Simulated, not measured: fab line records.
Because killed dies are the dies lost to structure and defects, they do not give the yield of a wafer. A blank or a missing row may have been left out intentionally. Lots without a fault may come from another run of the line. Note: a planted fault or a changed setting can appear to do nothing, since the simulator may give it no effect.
Chamber matching || flow n5-finfet || N5_BEOL_M10_CVD_75 on cvd-co-01: 3 sister chambers
The step deposits Co from CCTBA/H2, target thk 2 nm, time 138.9 s. 16 wafers are shown with their chamber, then 7 later ones without.

== WAFERS WITH THEIR CHAMBER ==
{"wafer": "L426.2", "chamber": 0, "run-length-s (s)": 161.1}
{"wafer": "L426.3", "chamber": 2, "run-length-s (s)": 162.9}
{"wafer": "L426.4", "chamber": 2, "run-length-s (s)": 162.0}
{"wafer": "L434.2", "chamber": 1, "run-length-s (s)": 162.8}
{"wafer": "L434.4", "chamber": 0, "run-length-s (s)": 161.8}
{"wafer": "L434.5", "chamber": 1, "run-length-s (s)": 162.3}
{"wafer": "L433.1", "chamber": 2, "run-length-s (s)": 162.3}
{"wafer": "L433.2", "chamber": 1, "run-length-s (s)": 162.3}
{"wafer": "L433.6", "chamber": 0, "run-length-s (s)": 161.4}
{"wafer": "L436.1", "chamber": 0, "run-length-s (s)": 161.3}
{"wafer": "L436.5", "chamber": 0, "run-length-s (s)": 160.9}
{"wafer": "L436.6", "chamber": 1, "run-length-s (s)": 162.2}
{"wafer": "L437.2", "chamber": 1, "run-length-s (s)": 162.0}
{"wafer": "L437.4", "chamber": 0, "run-length-s (s)": 161.9}
{"wafer": "L437.5", "chamber": 2, "run-length-s (s)": 162.1}
{"wafer": "L438.2", "chamber": 1, "run-length-s (s)": 163.0}

SIGNATURES (means of the wafers above)
{"reading": "run-length-s", "chamber 0": 161.400, "chamber 1": 162.433, "chamber 2": 162.325, "scatter within a chamber": 0.39}
Rule: for a wafer and a chamber, the distance is found by dividing, reading by reading, the gap between the wafer's reading and the chamber's mean by the reading's scatter, squaring, summing and taking the root. If the next closest chamber is less than 2 further off than the closest, the wafer can't be placed; otherwise it belongs to the closest. How the scatter is found: for the shown wafers, subtract from each reading the mean of its chamber, square and add these, divide the total by (wafers less chambers), then take the root.

== WAFERS WITHOUT THEIR CHAMBER ==
{"wafer": "L438.3", "run-length-s (s)": 162.3}
{"wafer": "L438.6", "run-length-s (s)": 161.1}
{"wafer": "L442.2", "run-length-s (s)": 162.3}
{"wafer": "L442.3", "run-length-s (s)": 162.2}
{"wafer": "L442.5", "run-length-s (s)": 162.1}
{"wafer": "L440.4", "run-length-s (s)": 162.6}
{"wafer": "L440.5", "run-length-s (s)": 161.0}

== WHICH CHAMBER EACH ONE RAN IN ==
{"wafer": "L438.3", "from the rows above": "can't be placed: 2 or 1", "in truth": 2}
{"wafer": "L438.6", "from the rows above": 0, "in truth": 0}
{"wafer": "L442.2", "from the rows above": "can't be placed: 2 or 1", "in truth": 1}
{"wafer": "L442.3", "from the rows above": "can't be placed: 2 or 1 or 0", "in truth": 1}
{"wafer": "L442.5", "from the rows above": "can't be placed: 2 or 1 or 0", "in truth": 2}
{"wafer": "L440.4", "from the rows above": "can't be placed: 1 or 2", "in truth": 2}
{"wafer": "L440.5", "from the rows above": 0, "in truth": 0}
Placed correctly: 2 of 7. Can't be placed from these rows: 5 (the true chamber is among the candidates in 5). Placed wrongly: 0.
